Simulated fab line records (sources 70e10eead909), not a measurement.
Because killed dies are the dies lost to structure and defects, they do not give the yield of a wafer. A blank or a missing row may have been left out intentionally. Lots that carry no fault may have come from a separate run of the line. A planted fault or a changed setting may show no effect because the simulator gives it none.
What tool caused it?    flow nand-harc    20 wafers from 7 lots sampled at 2 of the route's 1159 steps

== WHAT EACH GAUGE READ, for each wafer ==
NHARC_A_SOURCE_PLATE_INSPECT_08.
lot   measured      on                 raw-defect-count
L852  day 7 08:12   defect-inspect-02  51 34 42
L854  day 8 07:10   defect-inspect-01  21 44 24
L855  day 8 16:01   defect-inspect-01  40 43 40
L857  day 9 06:13   defect-inspect-01  52 64 42
L861  day 10 04:46  defect-inspect-01  81 94 60
L863  day 11 09:49  defect-inspect-02  49 33 35
L873  day 12 21:38  defect-inspect-01  81 32

== TOOL THAT RAN EACH LOT (tool first, then ch and the chambers of the sampled wafers, then the start) ==
lot   NHARC_P_BONDPAD_DEGAS_25
L852  pvd-sputter-02, day 6 09:34
L854  pvd-sputter-02, day 7 07:49
L855  pvd-sputter-02, day 7 15:12
L857  pvd-sputter-02, day 8 05:37
L861  pvd-sputter-01, day 9 03:43
L863  pvd-sputter-03, day 10 09:23
L873  pvd-sputter-03, day 11 20:39
- NHARC_P_BONDPAD_DEGAS_25: time 60 s.

== THE ANSWER, worked out from the rows above alone ==
Rule: the lots themselves supply what counts as usual. The widest of any qualifying gaps counts: lots, ordered by their means at a reading, are off when they make up no more than a third of the lots, leave a main group of 4 or more, and stand apart from it by 3 or more times the standard deviation of that group's means. The tables above print the reading to a certain number of digits; a main group whose means all agree to those digits is not used. Also off: a lot with no number at a reading for which 4 or more lots have one. All remaining lots with rows at the step are treated as sound.
Nothing can be told from this: no lot is off at any reading shown.

== WHAT WAS PUT IN BY THE SIMULATOR ==
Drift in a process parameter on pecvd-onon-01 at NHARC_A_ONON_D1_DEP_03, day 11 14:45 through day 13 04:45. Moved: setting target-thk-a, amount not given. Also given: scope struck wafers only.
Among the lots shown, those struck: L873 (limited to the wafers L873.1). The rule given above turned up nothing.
